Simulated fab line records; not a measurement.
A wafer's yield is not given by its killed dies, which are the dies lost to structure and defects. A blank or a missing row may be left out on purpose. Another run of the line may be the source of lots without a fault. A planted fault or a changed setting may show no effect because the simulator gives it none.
Chamber matching | flow nand harc | cmp-02 running NHARC_A_WL_FILL_CMP_12: 4 sister chambers
The step polishes, t overpolish 30 s, target thk 100 nm. 14 wafers are shown with their chamber, then 7 later ones without.

== WAFERS WITH THEIR CHAMBER ==
wafer  | chamber | motor current A (A) | time to endpoint s (s) | retaining ring pressure frac
L223.3 | 1       | 11.9                | 27                     | 0.999
L223.4 | 0       | 14.9                | 17                     | 1.000
L223.5 | 2       | 13.1                | 20                     | 1.000
L227.1 | 1       | 12.1                | 26                     | 0.993
L227.3 | 2       | 11.9                | 18                     | 0.997
L227.6 | 0       | 14.7                | 15                     | 1.001
L229.1 | 3       | 13.6                | 23                     | 1.000
L229.2 | 2       | 12.6                | 23                     | 0.994
L229.5 | 1       | 12.2                | 28                     | 1.002
L236.1 | 2       | 13.0                | 19                     | 1.002
L236.4 | 3       | 13.4                | 22                     | 0.992
L236.5 | 0       | 14.0                | 14                     | 1.003
L239.1 | 2       | 13.6                | 26                     | 0.992
L239.4 | 0       | 14.2                | 21                     | 1.001

SIGNATURES, as means of the wafers listed above
reading                      | chamber 0 | chamber 1 | chamber 2 | chamber 3 | scatter within a chamber
motor current A              | 14.450    | 12.067    | 12.840    | 13.500    | 0.47
time to endpoint s           | 16.75     | 27.00     | 21.20     | 22.50     | 2.72
retaining ring pressure frac | 1.00125   | 0.99800   | 0.99700   | 0.99600   | 0.00383
Rule: a wafer's distance from a chamber is the root of the sum, over the readings, of the square of ((its reading less the chamber's mean) divided by the reading's scatter). If the next closest chamber is less than 2 further off than the closest, the wafer can't be placed; otherwise it belongs to the closest. The scatter: take each reading less its chamber's mean, square it, sum over the shown wafers, divide by the number of wafers less the number of chambers, and take the root.

== WAFERS WHOSE CHAMBER IS MISSING ==
wafer  | motor current A (A) | time to endpoint s (s) | retaining ring pressure frac
L239.6 | 12.8                | 24                     | 1.004
L242.2 | 12.3                | 24                     | 0.991
L242.3 | 14.3                | 19                     | 1.002
L242.4 | 12.3                | 25                     | 1.003
L244.1 | 12.9                | 22                     | 0.995
L244.2 | 14.3                | 19                     | 0.992
L244.3 | 12.1                | 29                     | 1.000

== WHICH CHAMBER EACH WENT THROUGH ==
wafer  | from the rows above          | in truth
L239.6 | can't be placed: 2 or 1 or 3 | 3
L242.2 | can't be placed: 1 or 2 or 3 | 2
L242.3 | can't be placed: 0 or 3      | 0
L242.4 | can't be placed: 1 or 2 or 3 | 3
L244.1 | can't be placed: 2 or 3      | 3
L244.2 | can't be placed: 3 or 0 or 2 | 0
L244.3 | 1                            | 1
Placed correctly: 1 of 7. Cannot be placed on the basis of these rows: 6; the candidates contain the true chamber in 6. Wrongly placed: 0.
